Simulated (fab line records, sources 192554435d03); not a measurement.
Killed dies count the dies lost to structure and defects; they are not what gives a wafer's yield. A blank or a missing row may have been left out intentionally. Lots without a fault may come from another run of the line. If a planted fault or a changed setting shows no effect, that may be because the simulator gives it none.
A lot that was struck, set against a sound lot | flow n5Finfet | 15 steps out of a route of 1938
Sound: wafers L493.1, L493.3, L493.5. Struck: wafer L499.4 (left out: L499.1, a lot-mate that was not struck); the cause follows at the end.
Per side, at each step with rows, come the tool, then ch with its chambers, and then its first start. Under that, the readings that differ: sound wafers | struck wafers | difference of the means | sigmas: that difference in standard deviations of wafers without a fault.
alike: readings with means less than 2 such deviations apart, plus words and numbers identical on both sides. not compared: withheld readings, readings lacking a value on some wafer, bounds such as >300 that could conceal the same value, and numbers that have no deviation in the record and whose values overlap.
A row with sigmas, a row that says differs or no value, or rows on one side alone: a step with any of these is where the two part. Numbers that don't overlap but have no deviation are shown without sigmas and don't part them. A reading missing from all wafers of one side parts the sides only when that side holds two or more wafers.

first, 1 step without rows for these wafers: N5_DUMMY_GATE_ETCH_32 (etches SiO2 in CF4, target depth 3.5 nm, time 3.9 s).
N5_DUMMY_GATE_ETCH_23: etches poly-Si in HBr/Cl2/O2, target depth 41 nm, time 22.3 s.
  sound on rieSi-03 ch 0,1,3, day 4 05:28; struck on rieSi-02 ch 2, day 5 12:40
reading             | sound             | struck | difference | sigmas
oesProductAu (a.u.) | 1.005 0.970 1.000 | 1.032  | +0.040     | +3
  alike: drypumpMotorCurrentA, throttleValvePct
  not compared: rfHoursCounterH
N5_DUMMY_GATE_ETCH_44: etches poly-Si in HBr/O2, stops on SiO2, target depth 127.5 nm.
  sound on rieSi-03 ch 0,1,3, day 4 05:31; struck on rieSi-02 ch 2, day 5 12:43
reading              | sound             | struck | difference | sigmas
throttleValvePct (%) | 18.43 18.58 18.32 | 18.22  | -0.22      | -2
  alike: drypumpMotorCurrentA, oesProductAu
  not compared: rfHoursCounterH
N5_DUMMY_GATE_CD_MEAS_24: target cd 15 nm.
  sound on cdSem-03 at day 4 05:38; struck on cdSem-02 at day 5 12:49
  alike: cdNm
N5_DUMMY_GATE_ETCH_42: etches SiO2 in CHF3/O2, target depth 3.5 nm, time 31 s.
  sound on rieDiel-03 ch 0,2,3, day 4 05:41; struck on rieDiel-03 ch 3, day 5 12:52
  alike: drypumpMotorCurrentA, oesProductAu, rfVppV, showerheadPlenumPTorr, throttleValvePct
  not compared: rfHoursCounterH
N5_DUMMY_GATE_STRIP_48: strips in N2/H2, time 20 s.
  sound on rieDiel-03 ch 0,2,3, day 4 05:44; struck on rieDiel-03 ch 3, day 5 12:55
  alike: drypumpMotorCurrentA, oesProductAu, rfVppV, showerheadPlenumPTorr, tempC, throttleValvePct
  not compared: rfHoursCounterH
then, 5 steps without rows for these wafers: N5_DUMMY_GATE_PRECLEAN_33 (cleans in dHF, time 10 s); N5_DUMMY_GATE_PRECLEAN_25 (cleans in O3/DIW, time 45 s); N5_DUMMY_GATE_PRECLEAN_51 (cleans in SC2, time 45 s); N5_DUMMY_GATE_SRD_26 (time 30 s); N5_DUMMY_GATE_UV_OZONE_45 (time 120 s).
N5_DUMMY_GATE_INSPECT_27: inspects for defects (brightfield).
  sound on defectInspect-01 at day 4 05:55; struck on defectInspect-01 at day 5 13:07
  alike: rawDefectCount
N5_SPACER0_ALD_07: deposits SiNx, target thk 2 nm.
  sound on aldSin-02 ch 0,1,2, day 4 05:57; struck on aldSin-04 ch 2, day 5 13:09
reading                                 | sound       | struck | difference | sigmas
heaterPowerW (W)                        | 855 827 674 | 931    | +146       | +2
model.SiNx_of_SPACER0_ALD_07.thkNm (nm) | 2 2 2       | 1.2    | -0.8       | 
  alike: susceptorTempC
N5_SPACER0_ALD_00: deposits SiOCN, target thk 3.5 nm, pulse time 3 s, purge time 2 s.
  sound on aldSin-02 ch 0,1,2, day 4 06:06; struck on aldSin-04 ch 2, day 5 13:18
reading          | sound       | struck | difference | sigmas
heaterPowerW (W) | 823 806 700 | 934    | +158       | +3
  alike: precursorPulseHeightRel, susceptorTempC
N5_PASSIVATION_PROBE_49:
  sound wafers here have rows in the record (prober-02, day 13 20:06); struck ones have none

WHERE THEY PART
At N5_DUMMY_GATE_ETCH_23 first; at N5_PASSIVATION_PROBE_49 last (within this record only).

WHY: the cause the simulator had injected
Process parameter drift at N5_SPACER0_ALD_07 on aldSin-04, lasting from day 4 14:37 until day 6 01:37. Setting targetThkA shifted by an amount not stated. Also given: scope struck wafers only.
